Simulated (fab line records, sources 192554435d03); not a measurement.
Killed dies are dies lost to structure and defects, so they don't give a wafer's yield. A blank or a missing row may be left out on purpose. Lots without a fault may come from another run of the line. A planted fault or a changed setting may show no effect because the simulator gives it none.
Split-lot experiment | flow n5_finfet | 7 lots, 21 wafers read, on a route of 1938 steps

THE SPLIT
At N5_PASSIVATION_PECVD_35 (deposits SiNx from SiH4/NH3/N2, target thk 700 nm, time 151.3 s), the setting time_s was moved away from the recipe's 151.3 s on 9 of the 21 wafers read, by -11.7% to +13.7%. The other wafers ran this setting at the recipe's value.

The reading is taken at the split's own step.

THE READING
SiNx_of_PASSIVATION_PECVD_35.thk_nm (the simulator's own value, which no gauge read), in nm, at N5_PASSIVATION_PECVD_35 (deposits SiNx from SiH4/NH3/N2, target thk 700 nm, time 151.3 s). The file gives no usual value for it. The 12 wafers here that ran the recipe average 701.1 nm, standard deviation 9.1 nm.

wafer  | tool, chamber at the split | time_s as run, s | against the recipe | SiNx_of_PASSIVATION_PECVD_35.thk_nm, nm | against lot-mates on the recipe
L074.1 | pecvd-02, 2                | 151.3            | recipe             | 688.2                                   | -
L074.2 | pecvd-02, 0                | 172.1            | +13.7%             | 785.6                                   | +92.5
L074.6 | pecvd-02, 2                | 151.3            | recipe             | 698                                     | -
L076.1 | pecvd-04, 2                | 166.7            | +10.2%             | 776.8                                   | +62.8
L076.3 | pecvd-04, 1                | 166.7            | +10.2%             | 769.4                                   | +55.4
L076.6 | pecvd-04, 2                | 151.3            | recipe             | 714                                     | -
L079.2 | pecvd-03, 1                | 133.6            | -11.7%             | 607.2                                   | -95.6
L079.4 | pecvd-03, 1                | 151.3            | recipe             | 702.8                                   | -
L079.6 | pecvd-03, 0                | 133.6            | -11.7%             | 624.4                                   | -78.4
L081.3 | pecvd-02, 2                | 151.3            | recipe             | 706                                     | -
L081.4 | pecvd-02, 2                | 151.3            | recipe             | 715                                     | -
L081.6 | pecvd-02, 0                | 151.3            | recipe             | 709.2                                   | -
L095.1 | pecvd-02, 1                | 151.3            | recipe             | 684.2                                   | -
L095.4 | pecvd-02, 1                | 164.9            | +9.0%              | 755.2                                   | +71.0
L095.5 | pecvd-02, 0                | 164.9            | +9.0%              | 762                                     | +77.8
L097.1 | pecvd-02, 0                | 151.3            | recipe             | 692.6                                   | -
L097.2 | pecvd-02, 2                | 151.3            | recipe             | 702.6                                   | -
L097.5 | pecvd-02, 0                | 151.3            | recipe             | 701.2                                   | -
L094.1 | pecvd-04, 1                | 151.3            | recipe             | 699.6                                   | -
L094.3 | pecvd-04, 0                | 161.3            | +6.6%              | 746.6                                   | +47.0
L094.6 | pecvd-04, 2                | 161.3            | +6.6%              | 756.8                                   | +57.2

THE FIT
A straight line over all 21 wafers: SiNx_of_PASSIVATION_PECVD_35.thk_nm changes by +6.92 nm for each +1% of time_s; r = +0.98; the points scatter about the line by 8.8 nm.
The same after taking each lot's own level away (the mean of its wafers on the recipe; 21 wafers): +7.13 nm for each +1%; r = +0.99; scatter 7.5 nm.
On that fit, the largest move of time_s shifts the reading by 98 nm.
The lots' own levels span 684.20 to 714.00 nm, that is 3.3 times the standard deviation above.
So the lot-to-lot level changes the slope little: the two slopes agree.
Check: with one of the wafers moved furthest among these (+13.7%) left out of the fit, the line predicts +99 nm for it against its lot-mates. It came out at +92.5 nm against them.

THE WHOLE CHAIN: every reading that the file lists as answering this split, in the file's order
step                    | what it does                                                    | reading                                                                              | change (the file's fit)                                                          | r (the file's)
N5_PASSIVATION_PECVD_35 | deposits SiNx from SiH4/NH3/N2, target thk 700 nm, time 151.3 s | SiNx_of_PASSIVATION_PECVD_35.thk_nm (the simulator's own value, which no gauge read) | +7.05 nm for each +1% of the setting                                             | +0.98
N5_PASSIVATION_PROBE_49 |                                                                 | defect_limited_yield                                                                 | not straight: 91.7 at the lowest setting, 91.4 at the recipe, 3.2 at the highest | not given
N5_PASSIVATION_PROBE_49 |                                                                 | killed_at_other                                                                      | not straight: 2 at the lowest setting, 8 at the recipe, 1043 at the highest      | not given
N5_PASSIVATION_PROBE_49 |                                                                 | killed_dies                                                                          | not straight: 98 at the lowest setting, 102 at the recipe, 1142 at the highest   | not given
N5_PASSIVATION_PROBE_49 |                                                                 | sort_bin_5_function                                                                  | not straight: 4.5 at the lowest setting, 5.3 at the recipe, 92.9 at the highest  | not given
N5_PASSIVATION_PROBE_49 |                                                                 | sort_n_pass                                                                          | not straight: 1082 at the lowest setting, 1078 at the recipe, 38 at the highest  | not given
N5_PASSIVATION_PROBE_49 |                                                                 | sort_yield_pct                                                                       | not straight: 91.7 at the lowest setting, 91.4 at the recipe, 3.2 at the highest | not given

THE FILE'S OWN FIT
SiNx_of_PASSIVATION_PECVD_35.thk_nm changes by +7.05 nm for each +1% of time_s, r = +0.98.
